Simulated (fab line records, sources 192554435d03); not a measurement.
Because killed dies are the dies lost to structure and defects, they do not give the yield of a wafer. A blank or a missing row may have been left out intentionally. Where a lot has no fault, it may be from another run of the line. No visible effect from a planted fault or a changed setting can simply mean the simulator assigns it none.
fab line records | flow n5-finfet
[record] lots = 12 | wafers = 34 | last-day = 18
route steps=1938 shown BEOL_M8@1379
lots that met no fault: taken from a fault-free run of the same line
start-h: hours from the record's first day to the start of the lot's first wafer shown | wait-h: hours elapsed since this lot's preceding step | " as in the row above | L1.1+2: a row that stands for several wafers | - value missing, or start not given | * or withheld: withheld | < > ~ a bound
route shown NAME@n: a module of which the file shows steps, and the number in the route of the first | usual: average and standard deviation across the fault-free wafers | same: alike in all rows | chamber/n: place in a boat | sites: the reading at each site | _std_site: standard deviation of those values | _edge_site: the outer-site mean with the inner-site mean subtracted | radius-mm: how far each site lies from the wafer's centre | mask NAME#n: copy n | behind: tool/chamber where the wafer was last shaped | hold: reason for holding the lot/hours on hold/outcome of the hold | device: transistor that didn't switch, given as n, p or np | end of line: at the end of the route, the tests of the same wafers | step lacking rows: just its recipe | killed: count of dies lost to structure and defects at first sort (not the wafer's yield) | map: shows each die of a wafer: x if killed, . if not, _ if none is there
set.NAME: the run value of the setting; set.NAME@STEP: its run value at that earlier step | model.NAME: the simulator's own value behind a step, which no gauge read
one table for each step of the route and one row for each wafer, over a sample of lots
services: when a tool's chamber went out of use (start-h, in hours from the record's first day, below 0 if earlier), for how many hours, and the reason
[[steps]]
[step N5_BEOL_M8_STRIP_80]
[recipe] chemistry = N2/H2 | time-s = 10 | power-w = 450 | temp-c = 40 | pressure-mtorr = 20 | rf-frequency-hz = 6e+07 | bias-power-w = 7 | n2-flow-sccm = 200 | h2-flow-sccm = 200
[usual] drypump-motor-current-A = 5.5/0.39 | oes-product-au = 0.81/0.077 | rf-vpp-V = 59.1/0.85 | showerhead-plenum-p-Torr = 2.55/0.088 | throttle-valve-pct = 23.7/0.36
lot.wafer | tool        | chamber | start-h | wait-h | drypump-motor-current-A | oes-product-au | rf-hours-counter-h | rf-vpp-V | showerhead-plenum-p-Torr | throttle-valve-pct
L972.2    | rie-diel-03 | 1       | -       | -      | 5.5                     | 0.68           | 247                | 59.2     | 2.50                     | 23.6
L972.3    | "           | 0       | "       | "      | 5.1                     | 0.85           | 49                 | 56.8     | 2.47                     | 23.6
L972.4    | "           | 3       | "       | "      | 5.7                     | 0.98           | 8                  | 59.1     | 2.61                     | 24.1
L975.3    | rie-diel-04 | 2       | -       | -      | 5.7                     | 0.84           | 59                 | 60.4     | 2.58                     | 23.2
L975.4    | "           | 1       | "       | "      | 5.7                     | 0.93           | 16                 | 58.8     | 2.60                     | 23.5
L975.6    | "           | 1       | "       | "      | 5.8                     | 0.93           | -                  | 58.8     | 2.60                     | 23.5
L976.4    | rie-diel-04 | 2       | -       | -      | 5.7                     | 0.84           | 63                 | 58.5     | 2.58                     | 23.2
L976.5    | "           | 0       | "       | "      | 5.4                     | 0.80           | -                  | 60.0     | 2.69                     | 24.0
L976.6    | "           | 1       | "       | "      | 5.8                     | 0.91           | -                  | 59.7     | 2.59                     | 23.5
L982.1    | rie-diel-03 | 2       | -       | -      | 5.7                     | 0.83           | 59                 | 59.3     | 2.69                     | 23.2
L982.5    | "           | 3       | "       | "      | 5.7                     | 0.91           | -                  | 60.3     | 2.60                     | 24.1
L982.6    | "           | 0       | "       | "      | 5.1                     | 0.83           | -                  | 59.6     | 2.46                     | 23.6
L981.3    | rie-diel-03 | 3       | -       | -      | 5.7                     | 0.91           | 29                 | 58.7     | 2.60                     | 24.1
L981.4    | "           | 1       | "       | "      | 5.6                     | 0.91           | 11                 | 59.1     | 2.49                     | 23.3
L984.3    | rie-diel-04 | 2       | -       | -      | 5.7                     | 0.80           | 81                 | 58.1     | 2.57                     | 23.2
L984.6    | "           | 1       | "       | "      | 5.8                     | 0.88           | -                  | 58.0     | 2.59                     | 23.5
L987.2    | rie-diel-06 | 1       | -       | -      | 5.3                     | 0.72           | 179                | 57.9     | 2.43                     | 24.0
L987.3    | "           | 2       | "       | "      | 5.0                     | 0.77           | 133                | 57.7     | 2.44                     | 24.0
L987.6    | "           | 1       | "       | "      | 5.3                     | 0.72           | -                  | 59.7     | 2.43                     | 24.0
L990.1    | rie-diel-03 | 1       | -       | -      | 5.6                     | 0.88           | 26                 | 58.5     | 2.48                     | 23.3
L990.2    | "           | 0       | "       | "      | 5.1                     | 0.80           | 88                 | 59.0     | 2.46                     | 23.7
L990.3    | "           | 2       | "       | "      | 5.7                     | 0.82           | 68                 | 59.0     | 2.68                     | 23.3
L989.1    | rie-diel-06 | 3       | -       | -      | 6.5                     | 0.67           | 249                | 59.4     | 2.60                     | 24.1
L989.4    | "           | 1       | "       | "      | 5.3                     | 0.72           | -                  | 58.2     | 2.43                     | 24.0
L989.5    | "           | 2       | "       | "      | 5.0                     | 0.77           | -                  | 58.4     | 2.44                     | 23.9
L992.1    | rie-diel-04 | 1       | -       | -      | 5.7                     | 0.86           | 54                 | 57.7     | 2.58                     | 23.5
L992.4    | "           | 3       | "       | "      | 5.5                     | 0.82           | 85                 | 59.4     | 2.56                     | 23.1
L992.5    | "           | 1       | "       | "      | 5.7                     | 0.85           | -                  | 57.1     | 2.58                     | 23.5
L994.1    | rie-diel-06 | 1       | -       | -      | 5.3                     | 0.70           | 198                | 58.5     | 2.42                     | 24.1
L994.2    | "           | 3       | "       | "      | 6.5                     | 0.95           | 6                  | 58.8     | 2.60                     | 23.9
L994.4    | "           | 2       | "       | "      | 5.0                     | 0.76           | -                  | 59.1     | 2.44                     | 24.0
L993.2    | rie-diel-06 | 3       | -       | -      | 6.5                     | 0.95           | 8                  | 58.7     | 2.60                     | 23.9
L993.4    | "           | 2       | "       | "      | 5.0                     | 0.76           | -                  | 58.7     | 2.43                     | 24.0
L993.6    | "           | 3       | "       | "      | 6.5                     | 0.94           | -                  | 59.4     | 2.60                     | 23.9
[step N5_BEOL_M8_CVD_78]
[recipe] material = Co | target-thk-a = 20 | temp-c = withheld | precursor = CCTBA/H2 | pressure-torr = 30 | time-s = 142.3
[usual] run-length-s = 165.2/0.64
lot.wafer | tool      | chamber | start-h | wait-h | run-length-s
L972.2    | cvd-co-01 | 2       | 202.42  | 0.0    | 165.4
L972.3    | "         | 0       | "       | "      | 164.5
L972.4    | "         | 0       | "       | "      | 164.4
L975.3    | cvd-co-02 | 0       | 218.38  | 0.1    | 164.6
L975.4    | "         | 2       | "       | "      | 164.9
L975.6    | "         | 0       | "       | "      | 164.0
L976.4    | cvd-co-01 | 1       | 228.35  | 0.1    | 165.9
L976.5    | "         | 0       | "       | "      | 164.6
L976.6    | "         | 2       | "       | "      | 165.9
L982.1    | cvd-co-01 | 1       | 258.30  | 0.0    | 165.8
L982.5    | "         | 1       | "       | "      | 165.7
L982.6    | "         | 2       | "       | "      | 100.4
L981.3    | cvd-co-01 | 0       | 262.42  | 0.1    | 98.6
L981.4    | "         | 0       | "       | "      | 164.8
L984.3    | cvd-co-01 | 2       | 277.09  | 0.1    | 99.7
L984.6    | "         | 0       | "       | "      | 99.2
L987.2    | cvd-co-02 | 2       | 301.09  | 0.1    | 165.5
L987.3    | "         | 0       | "       | "      | 164.3
L987.6    | "         | 1       | "       | "      | 165.9
L990.1    | cvd-co-02 | 1       | 302.04  | 0.0    | 165.8
L990.2    | "         | 0       | "       | "      | 164.4
L990.3    | "         | 2       | "       | "      | 165.0
L989.1    | cvd-co-02 | 0       | 302.19  | 0.0    | 164.4
L989.4    | "         | 1       | "       | "      | 166.0
L989.5    | "         | 0       | "       | "      | 164.2
L992.1    | cvd-co-02 | 1       | 325.13  | 0.0    | 166.1
L992.4    | "         | 0       | "       | "      | 164.2
L992.5    | "         | 1       | "       | "      | 165.6
L994.1    | cvd-co-01 | 2       | 348.86  | 0.1    | 165.4
L994.2    | "         | 0       | "       | "      | 164.3
L994.4    | "         | 0       | "       | "      | 164.4
L993.2    | cvd-co-02 | 2       | 350.98  | 0.0    | 165.0
L993.4    | "         | 1       | "       | "      | 165.6
L993.6    | "         | 2       | "       | "      | 165.4
[step N5_BEOL_M8_ANNEAL_51]
[recipe] temp-c = 225 | time-s = 90 | ambient = N2
[usual] wafer_temp_C_max = 225.92/0.23
lot.wafer | tool          | chamber | start-h | wait-h | wafer_temp_C_max
L972.2    | rtp-anneal-01 | 0       | 202.96  | 0.2    | 225.87
L972.3    | "             | 0       | "       | "      | 225.86
L972.4    | "             | 0       | "       | "      | 226.14
L975.3    | rtp-anneal-01 | 0       | 219.05  | 0.4    | 225.95
L975.4    | "             | 0       | "       | "      | 226.19
L975.6    | "             | 0       | "       | "      | 226.14
L976.4    | rtp-anneal-01 | 0       | 228.79  | 0.2    | 225.95
L976.5    | "             | 0       | "       | "      | 226.25
L976.6    | "             | 0       | "       | "      | 225.80
L982.1    | rtp-anneal-01 | 0       | 258.75  | 0.1    | 225.77
L982.5    | "             | 0       | "       | "      | 225.98
L982.6    | "             | 0       | "       | "      | 225.97
L981.3    | rtp-anneal-01 | 0       | 262.88  | 0.2    | 225.66
L981.4    | "             | 0       | "       | "      | 226.06
L984.3    | rtp-anneal-01 | 0       | 277.80  | 0.4    | 225.96
L984.6    | "             | 0       | "       | "      | 226.08
L987.2    | rtp-anneal-02 | 0       | 301.55  | 0.1    | 226.08
L987.3    | "             | 0       | "       | "      | 225.77
L987.6    | "             | 0       | "       | "      | 225.92
L990.1    | rtp-anneal-02 | 0       | 302.51  | 0.2    | 226.03
L990.2    | "             | 0       | "       | "      | 225.79
L990.3    | "             | 0       | "       | "      | 225.95
L989.1    | rtp-anneal-02 | 0       | 302.78  | 0.3    | 225.99
L989.4    | "             | 0       | "       | "      | 226.50
L989.5    | "             | 0       | "       | "      | 225.86
L992.1    | rtp-anneal-02 | 0       | 325.49  | 0.1    | 226.36
L992.4    | "             | 0       | "       | "      | 225.83
L992.5    | "             | 0       | "       | "      | 225.87
L994.1    | rtp-anneal-01 | 0       | 349.27  | 0.1    | 226.09
L994.2    | "             | 0       | "       | "      | 225.89
L994.4    | "             | 0       | "       | "      | 225.77
L993.2    | rtp-anneal-02 | 0       | 351.43  | 0.1    | 225.83
L993.4    | "             | 0       | "       | "      | 226.57
L993.6    | "             | 0       | "       | "      | 225.90
[step N5_BEOL_M8_RS_MEAS_57]
[recipe] thk-meas-gauge = four-point-probe | reads = Cu_of_BEOL_M8_ECD_50+Co_of_BEOL_M8_CVD_78+TaN_of_BEOL_M8_ALD_77
[usual] M8_RS = 0.287/0.0065
lot.wafer | tool          | chamber | start-h | wait-h | M8_RS[ohm/sq]
L972.2    | film-metro-01 | -       | 203.64  | 0.1    | 0.300
L972.3    | "             | -       | "       | "      | 0.282
L972.4    | "             | -       | "       | "      | 0.280
L975.3    | film-metro-01 | -       | 219.68  | 0.1    | 0.285
L975.4    | "             | -       | "       | "      | 0.281
L975.6    | "             | -       | "       | "      | 0.278
L976.4    | film-metro-01 | -       | 229.38  | 0.0    | 0.283
L976.5    | "             | -       | "       | "      | 0.279
L976.6    | "             | -       | "       | "      | 0.284
L982.1    | film-metro-01 | -       | 259.48  | 0.1    | 0.298
L982.5    | "             | -       | "       | "      | 0.291
L982.6    | "             | -       | "       | "      | 0.293
L981.3    | film-metro-01 | -       | 263.53  | 0.1    | 0.289
L981.4    | "             | -       | "       | "      | 0.287
L984.3    | film-metro-02 | -       | 278.62  | 0.1    | 0.293
L984.6    | "             | -       | "       | "      | 0.283
L987.2    | film-metro-01 | -       | 302.23  | 0.1    | 0.281
L987.3    | "             | -       | "       | "      | 0.281
L987.6    | "             | -       | "       | "      | 0.286
L990.1    | film-metro-01 | -       | 303.24  | 0.1    | 0.282
L990.2    | "             | -       | "       | "      | 0.294
L990.3    | "             | -       | "       | "      | 0.295
L989.1    | film-metro-01 | -       | 303.50  | 0.1    | 0.301
L989.4    | "             | -       | "       | "      | 0.287
L989.5    | "             | -       | "       | "      | 0.294
L992.1    | film-metro-01 | -       | 326.23  | 0.1    | 0.281
L992.4    | "             | -       | "       | "      | 0.283
L992.5    | "             | -       | "       | "      | 0.277
L994.1    | film-metro-01 | -       | 350.04  | 0.1    | 0.284
L994.2    | "             | -       | "       | "      | 0.273
L994.4    | "             | -       | "       | "      | 0.287
L993.2    | film-metro-02 | -       | 352.10  | 0.1    | 0.278
L993.4    | "             | -       | "       | "      | 0.292
L993.6    | "             | -       | "       | "      | 0.280
[[services]]
tool        | chamber | start-h | hours | kind
cvd-co-01   | -       | 206.43  | 0.5   | repair
rie-diel-03 | 1       | 211.40  | -     | clean
rie-diel-03 | 1       | 211.40  | -     | consumable-replace:focus-ring
rie-diel-03 | 1       | 211.40  | 17.4  | scheduled-down
rie-diel-03 | 1       | 211.40  | 17.4  | vent-cycle
rie-diel-06 | 3       | 226.21  | 11.0  | repair
rie-diel-03 | 2       | 276.78  | 12.1  | repair
cvd-co-02   | -       | 307.63  | 9.0   | repair
cvd-co-01   | 0       | 308.66  | 4.1   | repair
rie-diel-06 | 3       | 311.90  | -     | clean
rie-diel-06 | 3       | 311.90  | -     | consumable-replace:focus-ring
rie-diel-06 | 3       | 311.90  | 18.8  | scheduled-down
rie-diel-06 | 3       | 311.90  | 18.8  | vent-cycle
rie-diel-03 | 1       | 329.69  | 7.5   | repair
rie-diel-03 | 3       | 332.74  | 11.1  | repair
cvd-co-01   | 1       | 333.33  | -     | clean
cvd-co-01   | 1       | 333.33  | 22.0  | scheduled-down
cvd-co-01   | 1       | 333.33  | 22.0  | vent-cycle
rie-diel-06 | 0       | 338.64  | 15.8  | repair
rie-diel-03 | -       | 344.70  | 2.8   | pm
[[key]]
[first-sign] step = N5_BEOL_M8_CVD_78 | reading = run-length-s | direction = down | sigmas = 99+ | usual = * | struck = *
effect none on later readings
met-at N5_BEOL_M8_CVD_78
struck-lots L981,L982,L984
struck-wafers L981.3,L982.6,L984.3,L984.6
not-acting-at N5_BEOL_M8_STRIP_80,N5_BEOL_M8_ANNEAL_51,N5_BEOL_M8_RS_MEAS_57
onset-between 228.35 258.30
[fault] kind = process-parameter-drift | tool = cvd-co-01 | chamber = - | onset-h = 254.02 | steps = N5_BEOL_M8_CVD_78 | channel = time-s | offset = * | shape = step | end-h = 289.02 | scope = struck-wafers-only | acts-in = * | stated = *
